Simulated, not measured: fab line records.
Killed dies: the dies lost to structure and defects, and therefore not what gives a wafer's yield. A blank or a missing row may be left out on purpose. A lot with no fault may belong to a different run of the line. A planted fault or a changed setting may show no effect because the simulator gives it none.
One fault through the eyes of 2 desks :: flow n5_finfet :: every desk sees just its own numbers, and what lay behind them comes last

== THE DEFECT DESK ==
What the inspections along the route counted, lot by lot: means of the sampled wafers that have a number. The brackets show how far a lot's mean lies from the usual mean; more than 4 standard deviations puts the lot out of limits, marked OUT.
Columns: A = raw_defect_count at N5_SD_EPI_P_INSPECT_26, usual 179
lot: L811
first seen here: day 5 23:29
A: 176

lot: L812
first seen here: day 6 11:56
A: 464 (+7.7) OUT

lot: L814
first seen here: day 6 22:57
A: 509 (+8.9) OUT

lot: L822
first seen here: day 8 16:43
A: 171
This desk finds L812, L814 out of limits, L812 being first, at day 6 11:56 (raw_defect_count at N5_SD_EPI_P_INSPECT_26). L811, L822 stayed within limits.

== THE METROLOGY DESK ==
Lot by lot, what the gauges showed, no matter which tool ran the lot: averages of those sampled wafers that carry a number. The brackets show how far a lot's mean lies from the usual mean; more than 4 standard deviations puts the lot out of limits, marked OUT. Only the readings that lie furthest out on some lot appear, 7 of the 10 it has.
Columns: A = DIBL_N at N5_BEOL_M4_RC_MEAS_101, usual 35.4 mV/V; B = IOFF_P at N5_BEOL_M4_RC_MEAS_101, usual 0.19 nA/um; C = ION_N at N5_BEOL_M4_RC_MEAS_101, usual 677 uA/um; D = ION_P at N5_BEOL_M4_RC_MEAS_101, usual 462 uA/um; E = SS_N at N5_BEOL_M4_RC_MEAS_101, usual 71.4 mV/dec; F = SS_P at N5_BEOL_M4_RC_MEAS_101, usual 72.9 mV/dec; G = VT_P at N5_BEOL_M4_RC_MEAS_101, usual -251 mV
lot: L811
first seen here: day 10 15:29
A: 36.9
B: 0.21
C: 677
D: 462
E: 71.5
F: 72.7
G: -249

lot: L812
first seen here: day 11 11:13
A: 36.6
B: 0.20
C: 681
D: 465
E: 71.8
F: 72.9
G: -249

lot: L814
first seen here: day 11 12:41
A: 35.4
B: 0.21
C: 670
D: 460
E: 71.3
F: 73.3
G: -248

lot: L822
first seen here: day 13 15:58
A: 34.9
B: 0.19
C: 692
D: 470
E: 71.2
F: 73.2
G: -250
This desk's finding: nothing out of limits on any of the 4 lots.

== TAKEN TOGETHER ==
The defect desk could have raised an alarm at day 6 11:56, on L812, L814.
Metrology desk: nothing out of limits seen.
The metrology desk holds a record of L812, L814, inside its limits.
All the named lots went through N5_SD_EPI_P_WET_ETCH_45 on wet_bench-04.

== WHAT HAD BEEN PUT IN BY THE SIMULATOR ==
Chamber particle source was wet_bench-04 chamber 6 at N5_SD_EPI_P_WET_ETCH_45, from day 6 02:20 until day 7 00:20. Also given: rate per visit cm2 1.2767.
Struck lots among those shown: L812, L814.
Hours from the fault's start to each desk's first reading out of limits: the defect desk, 10.
